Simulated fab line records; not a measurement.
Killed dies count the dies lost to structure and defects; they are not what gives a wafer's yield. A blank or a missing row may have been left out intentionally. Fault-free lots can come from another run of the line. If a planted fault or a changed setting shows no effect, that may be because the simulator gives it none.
A lot that was struck, set against a sound lot / flow n5Finfet / 27 out of 1938 route steps
Sound: wafers L132.3, L132.4, L132.6. Struck: wafer L125.5. (L125.4, L125.6 of the same lot were not struck and are left out.) The cause comes at the end.
At each step with rows: each side's tool, then ch and its chambers, then its first start. Under that, the readings that differ: sound wafers / struck wafers / difference of the means / sigmas: that difference in standard deviations of wafers without a fault.
alike: same words and numbers on both sides, and readings whose means sit less than 2 such deviations apart. not compared: any withheld reading, any reading some wafer has no value for, any bound like >300 that may hide the same value, and any number with overlapping values for which the record gives no deviation.
The two part at a step that has a row with sigmas, a row that says differs or no value, or rows on one side only. Numbers that have no deviation but don't overlap get no sigmas and don't part them. A reading that every wafer of one side lacks parts them only if that side has two wafers or more.

N5_STI_FIN_REVEAL_ALD_14: deposits Si3N4, target thk 3 nm.
  sound on aldSin-03 ch 2,3, day 6 15:17; struck on aldSin-03 ch 0, day 4 22:17
reading=heaterPowerOuterW (W); sound=481 422 415; struck=640; difference=+201; sigmas=+2
reading=heaterPowerW (W); sound=817 687 673; struck=1013; difference=+287; sigmas=+2
  not compared: sinceWetCleanH
then, 2 steps without rows for these wafers: N5_STI_FIN_REVEAL_FCVD_FILL_01 (material SiO2 flowable, target thk 312 nm, time 512.2 s); N5_STI_FIN_REVEAL_DENSIFY_02 (time 1800 s).
N5_STI_FIN_REVEAL_CMP_04: polishes, stops on Si3N4, t overpolish 4 s, target thk 131.83 nm.
  sound on cmp-04 ch 0,1,3, day 6 20:19; struck on cmp-04 ch 2, day 5 03:21
  alike: edgeZonePressureFrac, motorCurrentA, overpolishRunS, timeToEndpointS
N5_STI_FIN_REVEAL_THK_MEAS_05:
  sound on filmMetro-01, day 6 20:37; struck on filmMetro-02, day 5 03:37
  alike: thkNm
N5_STI_FIN_REVEAL_DENSIFY_30:
  sound on rtpAnneal-02 ch 0, day 6 20:50; struck on rtpAnneal-02 ch 0, day 5 03:44
  alike: lampPowerPct
  not compared: wafer_temp_C_max
N5_STI_FIN_REVEAL_ETCHBACK_08: etches SiO2 in C4F6/O2, target depth 30.5 nm, time 10.167 s.
  sound on rieDiel-03 ch 0,1,2, day 6 20:59; struck on rieDiel-03 ch 3, day 5 03:51
reading=oesProductAu (a.u.); sound=0.72 0.71 0.78; struck=0.90; difference=+0.16; sigmas=+3
  alike: C4F6_flow_sccm, drypumpMotorCurrentA, rfFwdPowerW, rfVppV, showerheadPlenumPTorr, throttleValvePct
  not compared: rfHoursCounterH
N5_STI_FIN_REVEAL_STRIP_24: strips in N2/H2, time 90 s.
  sound on rieDiel-03 ch 0,1,2, day 6 21:02; struck on rieDiel-03 ch 3, day 5 03:53
reading=oesProductAu (a.u.); sound=0.71 0.72 0.79; struck=0.91; difference=+0.17; sigmas=+3
  alike: drypumpMotorCurrentA, rfVppV, showerheadPlenumPTorr, throttleValvePct
  not compared: rfHoursCounterH
then, 4 steps without rows for these wafers: N5_STI_FIN_REVEAL_PRECLEAN_25 (cleans in SPM, time 90 s); N5_STI_FIN_REVEAL_PRECLEAN_26 (cleans in SC1, time 45 s); N5_STI_FIN_REVEAL_PRECLEAN_29 (cleans in DHF, time 30 s); N5_STI_FIN_REVEAL_SRD_12 (time 30 s).
N5_STI_FIN_REVEAL_RECESS_09: chemistry HF/NH3, target SiO2, afs cycles 11, target depth 42.5 nm, sublimation time 60 s.
  sound on vaporEtch-02 ch 0,1, day 6 21:46; struck on vaporEtch-01 ch 0, day 5 04:38
  alike: drypumpMotorCurrentA
then, 10 steps without rows for these wafers: N5_STI_FIN_REVEAL_STRIP_16 (strips SiNx in H3PO4, target depth 23.8 nm); N5_STI_FIN_REVEAL_PRECLEAN_17 (cleans in NF3:NH3, afs cycles 1, time 20 s, sublimation time 60 s); N5_STI_FIN_REVEAL_ETCH_34 (etches Si in H2, material Si, target depth 0.97 nm); N5_STI_FIN_REVEAL_OXIDATION_31 (chemistry O2 PLASMA REMOTE, time 20 s); N5_STI_FIN_REVEAL_PRECLEAN_32 (cleans in NF3:NH3, afs cycles 1, time 20 s, sublimation time 60 s); N5_STI_FIN_REVEAL_STRIP_35 (strips Si3N4 in H3PO4, target depth 4 nm, time 39 s); N5_STI_FIN_REVEAL_SRD_21 (time 30 s); N5_STI_FIN_REVEAL_OXIDATION_33 (chemistry O2 PLASMA REMOTE, time 20 s); N5_STI_FIN_REVEAL_CLEAN_19 (cleans in O3/DIW, time 120 s); N5_STI_FIN_REVEAL_SRD_23 (time 30 s).
N5_STI_FIN_REVEAL_CD_MEAS_22: target cd 6.238 nm, pitch 28 nm.
  sound on cdSem-03, day 6 23:56; struck on cdSem-01, day 5 06:46
  alike: cdNm
N5_STI_FIN_REVEAL_FIN_H_MEAS_10:
  sound on ocd-01, day 6 23:58; struck on ocd-01, day 5 06:48
reading=trenchDepthNm (nm); sound=52.1 52.4 52.9; struck=56.0; difference=+3.5; sigmas=+6
then, 2 steps without rows for these wafers: N5_STI_FIN_REVEAL_PRECLEAN_18 (cleans in SC2, time 45 s); N5_PASSIVATION_PROBE_49.

## WHERE THEY PART
Earliest at N5_STI_FIN_REVEAL_ALD_14; latest, in this record, at N5_STI_FIN_REVEAL_FIN_H_MEAS_10.

WHY: the cause the simulator had injected
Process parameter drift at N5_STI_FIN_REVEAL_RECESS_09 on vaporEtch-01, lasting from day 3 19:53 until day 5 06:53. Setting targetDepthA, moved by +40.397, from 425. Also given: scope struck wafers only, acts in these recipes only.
